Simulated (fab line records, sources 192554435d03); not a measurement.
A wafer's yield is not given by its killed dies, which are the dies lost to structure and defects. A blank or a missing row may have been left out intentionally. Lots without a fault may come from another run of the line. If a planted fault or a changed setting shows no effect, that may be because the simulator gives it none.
Which tool was responsible? -- flow n5_finfet -- 9 lots with 27 wafers sampled at 3 steps, on a route of 1938 steps

WHAT THE GAUGES SHOWED, per wafer
N5_DUMMY_GATE_CD_MEAS_24: target cd 15 nm.
lot,measured,on,cd_nm (nm)
L332,day 3 11:04,cd_sem-01,15.37 14.83 14.81
L340,day 5 10:39,cd_sem-01,14.13 13.66 13.85
L341,day 5 16:17,cd_sem-03,13.90 14.21 13.75
L343,day 6 06:44,cd_sem-02,15.12 15.28 15.04
L344,day 6 12:58,cd_sem-01,14.79 14.79 15.32
L346,day 6 23:32,cd_sem-03,14.78 14.99 15.03
L347,day 7 05:20,cd_sem-03,14.58 15.42 15.28
L348,day 7 10:19,cd_sem-01,14.55 14.70 15.18
L350,day 8 01:56,cd_sem-03,15.07 15.14 15.47

WHAT TOOL EACH LOT RAN ON (gives the tool, then ch and the chambers of the sampled wafers, and finally the start)
lot,N5_DUMMY_GATE_STRIP_41,N5_DUMMY_GATE_ETCH_44
L332,"rie_diel-05 ch 2,3, day 3 10:40","rie_si-04 ch 0,2, day 3 10:58"
L340,"rie_diel-06 ch 0,1,2, day 5 10:14","rie_si-04 ch 0,3, day 5 10:32"
L341,"rie_diel-05 ch 0,1,3, day 5 15:53","rie_si-04 ch 0,2,3, day 5 16:11"
L343,"rie_diel-06 ch 1,2, day 6 06:20","rie_si-04 ch 1,2,3, day 6 06:38"
L344,"rie_diel-06 ch 1,2, day 6 12:34","rie_si-03 ch 0,3, day 6 12:51"
L346,"rie_diel-05 ch 0,1,3, day 6 23:08","rie_si-04 ch 0,2,3, day 6 23:26"
L347,"rie_diel-06 ch 0,3, day 7 04:56","rie_si-04 ch 0,1, day 7 05:13"
L348,"rie_diel-05 ch 0,3, day 7 09:55","rie_si-04 ch 1,2, day 7 10:12"
L350,"rie_diel-06 ch 0,2,3, day 8 01:32","rie_si-05 ch 1,2,3, day 8 01:49"
- N5_DUMMY_GATE_STRIP_41: strips in O2.
- N5_DUMMY_GATE_ETCH_44: etches poly-Si in HBr/O2, stops on SiO2, target depth 127.5 nm.

THE ANSWER, worked out from the rows above alone
Rule: the lots themselves supply what counts as usual. Put in order of their means at a reading, lots are off if they are a third of the lots or fewer, leave a main group of 4 or more, and stand apart from it by a gap of 3 or more times the standard deviation of the main group's means; of several such gaps the widest counts. A main group whose means are all the same, to the digits that the tables above print for the reading, isn't used. Also off: a lot with no number at a reading for which 4 or more lots have one. The other lots that the step has rows for count as sound.
Off: L340, L341 (N5_DUMMY_GATE_CD_MEAS_24, cd_nm). The main group has a mean of 15.03 nm with a standard deviation of 0.13.
If a tool, at a process step before that reading, ran all the lots that are off and no sound lot after the first of them, it fits. Those tools and the gauges at N5_DUMMY_GATE_CD_MEAS_24 are tried in the same way. Not one of the candidates tried fits.

WHAT THE SIMULATOR HAD PUT IN
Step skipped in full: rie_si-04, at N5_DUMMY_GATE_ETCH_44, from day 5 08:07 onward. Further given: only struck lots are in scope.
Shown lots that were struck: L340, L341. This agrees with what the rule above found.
